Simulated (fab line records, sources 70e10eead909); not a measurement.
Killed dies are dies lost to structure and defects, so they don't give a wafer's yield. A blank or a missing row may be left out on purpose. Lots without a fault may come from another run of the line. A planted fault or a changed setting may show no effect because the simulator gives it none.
A struck lot beside a sound one | flow nand_harc | 14 steps out of a route of 1302
Sound: wafers L462.1, L462.2, L462.4. Struck: wafer L480.4. (L480.3, L480.6 of the same lot were not struck and are left out.) The cause comes at the end.
At each step with rows: each side's tool, then ch and its chambers, then its first start. Under that, the readings that differ: sound wafers | struck wafers | difference of the means | sigmas: that difference in standard deviations of wafers without a fault.
alike: readings whose means differ by less than 2 such deviations, and words and numbers that are the same on both sides. not compared: withheld readings, readings that some wafer has no value for, bounds like >300 that may hide the same value, and numbers for which the record gives no deviation and whose values overlap.
The two part at a step that has a row with sigmas, a row that says differs or no value, or rows on one side only. Numbers that don't overlap but have no deviation are shown without sigmas and don't part them. A reading that every wafer of one side lacks parts them only if that side has two wafers or more.

NHARC_A_STAIRCASE_TRIM_220: chemistry O2, time 211.2 s.
  sound on rie_diel-03 ch 0,1,2, day 16 02:35; struck on rie_diel-11 ch 2, day 23 22:18
  reading                | sound    | struck | difference | sigmas
  rf_hours_counter_h (h) | 22 24 24 | 40     | +17        |
  alike: drypump_motor_current_A, mfc_ar_sccm, oes_product_au, rf_vpp_V, showerhead_plenum_p_Torr, throttle_valve_pct
then, 1 step without rows for these wafers: NHARC_A_STAIRCASE_ETCH_221 (etches the open film in C4F8/O2, target depth 100 nm, time 40.5 s).
NHARC_A_STAIRCASE_TRIM_222: chemistry O2, time 211.2 s.
  sound on rie_diel-03 ch 1,2,3; struck on rie_diel-11 ch 1
  reading                | sound         | struck | difference | sigmas
  mfc_ar_sccm (sccm)     | 0.004 0.008 0 | 0.036  | +0.032     | +3
  rf_hours_counter_h (h) | 24 25 23      | 37     | +13        |
  alike: drypump_motor_current_A, oes_product_au, rf_vpp_V, showerhead_plenum_p_Torr, throttle_valve_pct
NHARC_A_STAIRCASE_ETCH_223: etches the open film in C4F8/O2, target depth 100 nm, time 40.5 s.
  sound on rie_diel-03 ch 0,1,2; struck on rie_diel-11 ch 3
  reading                | sound    | struck | difference | sigmas
  rf_hours_counter_h (h) | 24 23 24 | 38     | +14        |
  alike: oes_product_au, rf_vpp_V, run_length_s
then, 4 steps without rows for these wafers: NHARC_A_STAIRCASE_TRIM_224 (chemistry O2, time 211.2 s); NHARC_A_STAIRCASE_ETCH_225 (etches the open film in C4F8/O2, target depth 100 nm, time 40.5 s); NHARC_A_STAIRCASE_TRIM_226 (chemistry O2, time 211.2 s); NHARC_A_STAIRCASE_ETCH_227 (etches the open film in C4F8/O2, target depth 100 nm, time 40.5 s).
NHARC_A_STAIRCASE_TRIM_229: chemistry O2, time 211.2 s.
  sound on rie_diel-11 ch 0,2,3, day 16 04:39; struck on rie_diel-11 ch 2, day 23 23:34
  reading                | sound    | struck | difference | sigmas
  rf_hours_counter_h (h) | 38 35 29 | 41     | +7         |
  alike: drypump_motor_current_A, mfc_ar_sccm, oes_product_au, rf_vpp_V, showerhead_plenum_p_Torr, throttle_valve_pct
then, 2 steps without rows for these wafers: NHARC_A_STAIRCASE_ETCH_230 (etches the open film in C4F8/O2, target depth 100 nm, time 40.5 s); NHARC_A_STAIRCASE_TRIM_231 (chemistry O2, time 211.2 s).
NHARC_A_STAIRCASE_ETCH_232: etches the open film in C4F8/O2, target depth 100 nm, time 40.5 s.
  sound on rie_diel-11 ch 1,2,3, day 16 05:03; struck on rie_diel-11 ch 3, day 23 23:57
  reading                | sound          | struck | difference | sigmas
  rf_hours_counter_h (h) | 34 35 38       | 39     | +3         |
  run_length_s (s)       | 62.6 61.6 61.8 | 51.9   | -10.1      | -23
  alike: oes_product_au, rf_vpp_V
NHARC_A_STAIRCASE_TRIM_233: chemistry O2, time 211.2 s.
  sound on rie_diel-11 ch 1,2,3; struck on rie_diel-11 ch 0
  alike: drypump_motor_current_A, mfc_ar_sccm, oes_product_au, rf_vpp_V, showerhead_plenum_p_Torr, throttle_valve_pct
  not compared: rf_hours_counter_h
-- the record jumps here: 8 days lie between the struck wafers' starts before and after (it left off in module A_STAIRCASE and takes up again in module END, whose first step shown is number 1302 of the route) --
NHARC_END_SORT_01:
  sound on prober-02 ch 0, day 24 17:14; struck on prober-01 ch 0, day 32 05:33
  reading         | sound    | struck                   | difference                   | sigmas
  hold            | - - -    | await_dispo/4.1h/release | no value on the sound wafers |
  killed_at_array | 74 81 67 | 336                      | +262                         | +14
  killed_dies     | 77 87 67 | 339                      | +262                         | +14
  alike: killed_at_other, killed_at_periphery, killed_open, killed_short

WHERE THEY PART
First at NHARC_A_STAIRCASE_TRIM_222; last, within this record, at NHARC_END_SORT_01.

WHY: what the simulator had put in
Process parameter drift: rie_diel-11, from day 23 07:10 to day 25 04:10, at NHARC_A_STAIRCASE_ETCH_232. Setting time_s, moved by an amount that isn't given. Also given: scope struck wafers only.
